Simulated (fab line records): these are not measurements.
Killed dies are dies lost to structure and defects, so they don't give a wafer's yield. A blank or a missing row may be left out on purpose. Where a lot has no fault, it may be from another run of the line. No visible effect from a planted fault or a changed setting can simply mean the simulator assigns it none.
Chamber matching :: flow n5_finfet :: N5_BEOL_M3_CMP_52 on cmp-03: 4 sister chambers
The step polishes, stops on SiOC, t overpolish 6.8 s, target thk 40 nm. 4 wafers are shown with their chamber, then 8 later ones without.

## WAFERS WITH THEIR CHAMBER
wafer: L085.5
chamber: 0
motor_current_A (A): 6.5

wafer: L088.1
chamber: 2
motor_current_A (A): 7.1

wafer: L088.4
chamber: 3
motor_current_A (A): 6.5

wafer: L094.2
chamber: 1
motor_current_A (A): 4.9

## WAFERS WITHOUT THEIR CHAMBER
wafer: L094.3
motor_current_A (A): 6.9

wafer: L094.6
motor_current_A (A): 6.5

wafer: L097.2
motor_current_A (A): 6.5

wafer: L097.3
motor_current_A (A): 7.0

wafer: L097.6
motor_current_A (A): 7.3

wafer: L096.4
motor_current_A (A): 5.2

wafer: L096.5
motor_current_A (A): 5.2

wafer: L096.6
motor_current_A (A): 6.9

## CHAMBER TAKEN BY EACH
wafer: L094.3
from the rows above: can't be placed: 2 or 0 or 3
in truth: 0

wafer: L094.6
from the rows above: can't be placed: 0 or 3
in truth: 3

wafer: L097.2
from the rows above: can't be placed: 0 or 3
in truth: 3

wafer: L097.3
from the rows above: 2
in truth: 2

wafer: L097.6
from the rows above: 2
in truth: 2

wafer: L096.4
from the rows above: 1
in truth: 1

wafer: L096.5
from the rows above: 1
in truth: 1

wafer: L096.6
from the rows above: can't be placed: 2 or 0 or 3
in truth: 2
Correct placement for 4 of the 8. These rows do not allow placing 4 (true chamber among the candidates in 4). 0 placed wrongly.
How it was worked out, from the rows above alone: a wafer's distance from a chamber is the root of the sum, over the readings, of the square of ((its reading less the chamber's mean) divided by the reading's scatter). The wafer belongs to the nearest chamber; if the next one is less than 2 further off, it can't be placed. For every chamber, the mean is computed from those of its wafers that are shown. The scatter: root of mean squared gap, hidden wafer to nearest shown wafer, with one shown wafer a chamber.
